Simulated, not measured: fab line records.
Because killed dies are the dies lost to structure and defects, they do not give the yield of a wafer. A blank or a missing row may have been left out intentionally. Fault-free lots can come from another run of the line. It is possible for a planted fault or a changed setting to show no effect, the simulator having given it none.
Chamber matching || flow nand_harc || NHARC_A_BLC_STRIP_29 on rie_diel-04: 4 sister chambers
The step strips in CF4. 33 wafers are shown with their chamber, then 12 later ones without.

== WAFERS PAIRED WITH THEIR CHAMBERS ==
{"wafer": "L074.1", "chamber": 0, "showerhead_plenum_p_Torr (Torr)": 1.70, "drypump_motor_current_A (A)": 5.9, "rf_vpp_V (V)": 58.5}
{"wafer": "L074.2", "chamber": 3, "showerhead_plenum_p_Torr (Torr)": 1.69, "drypump_motor_current_A (A)": 6.6, "rf_vpp_V (V)": 59.0}
{"wafer": "L074.3", "chamber": 2, "showerhead_plenum_p_Torr (Torr)": 1.81, "drypump_motor_current_A (A)": 5.4, "rf_vpp_V (V)": 60.0}
{"wafer": "L074.4", "chamber": 1, "showerhead_plenum_p_Torr (Torr)": 1.68, "drypump_motor_current_A (A)": 5.6, "rf_vpp_V (V)": 58.5}
{"wafer": "L074.5", "chamber": 1, "showerhead_plenum_p_Torr (Torr)": 1.68, "drypump_motor_current_A (A)": 5.5, "rf_vpp_V (V)": 58.5}
{"wafer": "L074.6", "chamber": 0, "showerhead_plenum_p_Torr (Torr)": 1.70, "drypump_motor_current_A (A)": 5.9, "rf_vpp_V (V)": 58.7}
{"wafer": "L075.1", "chamber": 3, "showerhead_plenum_p_Torr (Torr)": 1.69, "drypump_motor_current_A (A)": 6.6, "rf_vpp_V (V)": 58.5}
{"wafer": "L075.5", "chamber": 0, "showerhead_plenum_p_Torr (Torr)": 1.70, "drypump_motor_current_A (A)": 5.9, "rf_vpp_V (V)": 58.3}
{"wafer": "L075.6", "chamber": 3, "showerhead_plenum_p_Torr (Torr)": 1.69, "drypump_motor_current_A (A)": 6.7, "rf_vpp_V (V)": 59.2}
{"wafer": "L078.4", "chamber": 1, "showerhead_plenum_p_Torr (Torr)": 1.68, "drypump_motor_current_A (A)": 5.6, "rf_vpp_V (V)": 59.3}
{"wafer": "L078.5", "chamber": 1, "showerhead_plenum_p_Torr (Torr)": 1.68, "drypump_motor_current_A (A)": 5.6, "rf_vpp_V (V)": 60.5}
{"wafer": "L078.6", "chamber": 2, "showerhead_plenum_p_Torr (Torr)": 1.81, "drypump_motor_current_A (A)": 5.4, "rf_vpp_V (V)": 59.5}
{"wafer": "L081.1", "chamber": 3, "showerhead_plenum_p_Torr (Torr)": 1.69, "drypump_motor_current_A (A)": 6.7, "rf_vpp_V (V)": 58.3}
{"wafer": "L081.2", "chamber": 1, "showerhead_plenum_p_Torr (Torr)": 1.68, "drypump_motor_current_A (A)": 5.6, "rf_vpp_V (V)": 58.4}
{"wafer": "L081.4", "chamber": 2, "showerhead_plenum_p_Torr (Torr)": 1.81, "drypump_motor_current_A (A)": 5.4, "rf_vpp_V (V)": 58.9}
{"wafer": "L081.3", "chamber": 0, "showerhead_plenum_p_Torr (Torr)": 1.70, "drypump_motor_current_A (A)": 5.9, "rf_vpp_V (V)": 58.9}
{"wafer": "L081.5", "chamber": 0, "showerhead_plenum_p_Torr (Torr)": 1.70, "drypump_motor_current_A (A)": 5.9, "rf_vpp_V (V)": 60.8}
{"wafer": "L081.6", "chamber": 3, "showerhead_plenum_p_Torr (Torr)": 1.69, "drypump_motor_current_A (A)": 6.7, "rf_vpp_V (V)": 58.2}
{"wafer": "L082.4", "chamber": 3, "showerhead_plenum_p_Torr (Torr)": 1.69, "drypump_motor_current_A (A)": 6.6, "rf_vpp_V (V)": 60.7}
{"wafer": "L082.5", "chamber": 2, "showerhead_plenum_p_Torr (Torr)": 1.80, "drypump_motor_current_A (A)": 5.4, "rf_vpp_V (V)": 61.0}
{"wafer": "L082.6", "chamber": 3, "showerhead_plenum_p_Torr (Torr)": 1.69, "drypump_motor_current_A (A)": 6.7, "rf_vpp_V (V)": 59.9}
{"wafer": "L083.1", "chamber": 0, "showerhead_plenum_p_Torr (Torr)": 1.70, "drypump_motor_current_A (A)": 5.9, "rf_vpp_V (V)": 59.4}
{"wafer": "L083.2", "chamber": 3, "showerhead_plenum_p_Torr (Torr)": 1.68, "drypump_motor_current_A (A)": 6.6, "rf_vpp_V (V)": 59.4}
{"wafer": "L083.3", "chamber": 1, "showerhead_plenum_p_Torr (Torr)": 1.68, "drypump_motor_current_A (A)": 5.6, "rf_vpp_V (V)": 58.7}
{"wafer": "L083.4", "chamber": 0, "showerhead_plenum_p_Torr (Torr)": 1.70, "drypump_motor_current_A (A)": 5.9, "rf_vpp_V (V)": 59.0}
{"wafer": "L083.5", "chamber": 3, "showerhead_plenum_p_Torr (Torr)": 1.68, "drypump_motor_current_A (A)": 6.6, "rf_vpp_V (V)": 58.6}
{"wafer": "L083.6", "chamber": 1, "showerhead_plenum_p_Torr (Torr)": 1.68, "drypump_motor_current_A (A)": 5.6, "rf_vpp_V (V)": 59.3}
{"wafer": "L091.1", "chamber": 0, "showerhead_plenum_p_Torr (Torr)": 1.70, "drypump_motor_current_A (A)": 6.0, "rf_vpp_V (V)": 58.7}
{"wafer": "L091.3", "chamber": 1, "showerhead_plenum_p_Torr (Torr)": 1.68, "drypump_motor_current_A (A)": 5.6, "rf_vpp_V (V)": 59.6}
{"wafer": "L091.4", "chamber": 3, "showerhead_plenum_p_Torr (Torr)": 1.68, "drypump_motor_current_A (A)": 6.7, "rf_vpp_V (V)": 57.6}
{"wafer": "L088.1", "chamber": 0, "showerhead_plenum_p_Torr (Torr)": 1.70, "drypump_motor_current_A (A)": 5.9, "rf_vpp_V (V)": 57.5}
{"wafer": "L088.3", "chamber": 1, "showerhead_plenum_p_Torr (Torr)": 1.68, "drypump_motor_current_A (A)": 5.6, "rf_vpp_V (V)": 59.9}
{"wafer": "L088.6", "chamber": 1, "showerhead_plenum_p_Torr (Torr)": 1.68, "drypump_motor_current_A (A)": 5.6, "rf_vpp_V (V)": 59.1}

SIGNATURES, as means of the wafers listed above
{"reading": "showerhead_plenum_p_Torr", "chamber 0": 1.7000, "chamber 1": 1.6800, "chamber 2": 1.8075, "chamber 3": 1.6870, "scatter within a chamber": 0.00313}
{"reading": "drypump_motor_current_A", "chamber 0": 5.911, "chamber 1": 5.590, "chamber 2": 5.400, "chamber 3": 6.650, "scatter within a chamber": 0.0385}
{"reading": "rf_vpp_V", "chamber 0": 58.867, "chamber 1": 59.180, "chamber 2": 59.850, "chamber 3": 58.940, "scatter within a chamber": 0.839}
Rule: for a wafer and a chamber, the distance is found by dividing, reading by reading, the gap between the wafer's reading and the chamber's mean by the reading's scatter, squaring, summing and taking the root. If the next closest chamber is less than 2 further off than the closest, the wafer can't be placed; otherwise it belongs to the closest. The scatter: the root of (the sum of the squares of (reading less its chamber's mean) over the shown wafers, divided by (wafers less chambers)).

== WAFERS WHOSE CHAMBER IS MISSING ==
{"wafer": "L092.1", "showerhead_plenum_p_Torr (Torr)": 1.80, "drypump_motor_current_A (A)": 5.4, "rf_vpp_V (V)": 59.6}
{"wafer": "L092.2", "showerhead_plenum_p_Torr (Torr)": 1.70, "drypump_motor_current_A (A)": 5.9, "rf_vpp_V (V)": 58.8}
{"wafer": "L092.5", "showerhead_plenum_p_Torr (Torr)": 1.70, "drypump_motor_current_A (A)": 5.9, "rf_vpp_V (V)": 60.0}
{"wafer": "L094.1", "showerhead_plenum_p_Torr (Torr)": 1.80, "drypump_motor_current_A (A)": 5.4, "rf_vpp_V (V)": 59.8}
{"wafer": "L094.2", "showerhead_plenum_p_Torr (Torr)": 1.68, "drypump_motor_current_A (A)": 5.5, "rf_vpp_V (V)": 59.2}
{"wafer": "L094.4", "showerhead_plenum_p_Torr (Torr)": 1.68, "drypump_motor_current_A (A)": 6.6, "rf_vpp_V (V)": 58.4}
{"wafer": "L095.3", "showerhead_plenum_p_Torr (Torr)": 1.69, "drypump_motor_current_A (A)": 5.9, "rf_vpp_V (V)": 60.0}
{"wafer": "L095.4", "showerhead_plenum_p_Torr (Torr)": 1.68, "drypump_motor_current_A (A)": 5.5, "rf_vpp_V (V)": 58.6}
{"wafer": "L095.6", "showerhead_plenum_p_Torr (Torr)": 1.70, "drypump_motor_current_A (A)": 5.9, "rf_vpp_V (V)": 59.3}
{"wafer": "L097.1", "showerhead_plenum_p_Torr (Torr)": 1.68, "drypump_motor_current_A (A)": 6.7, "rf_vpp_V (V)": 58.1}
{"wafer": "L097.2", "showerhead_plenum_p_Torr (Torr)": 1.70, "drypump_motor_current_A (A)": 5.9, "rf_vpp_V (V)": 58.0}
{"wafer": "L097.4", "showerhead_plenum_p_Torr (Torr)": 1.80, "drypump_motor_current_A (A)": 5.4, "rf_vpp_V (V)": 59.5}

== WHICH CHAMBER EACH ONE RAN IN ==
{"wafer": "L092.1", "from the rows above": 2, "in truth": 2}
{"wafer": "L092.2", "from the rows above": 0, "in truth": 0}
{"wafer": "L092.5", "from the rows above": 0, "in truth": 0}
{"wafer": "L094.1", "from the rows above": 2, "in truth": 2}
{"wafer": "L094.2", "from the rows above": 1, "in truth": 1}
{"wafer": "L094.4", "from the rows above": 3, "in truth": 3}
{"wafer": "L095.3", "from the rows above": 0, "in truth": 0}
{"wafer": "L095.4", "from the rows above": 1, "in truth": 1}
{"wafer": "L095.6", "from the rows above": 0, "in truth": 0}
{"wafer": "L097.1", "from the rows above": 3, "in truth": 3}
{"wafer": "L097.2", "from the rows above": 0, "in truth": 0}
{"wafer": "L097.4", "from the rows above": 2, "in truth": 2}
Correctly placed: 12 of 12. From these rows, 0 cannot be placed. Number placed wrongly: 0.
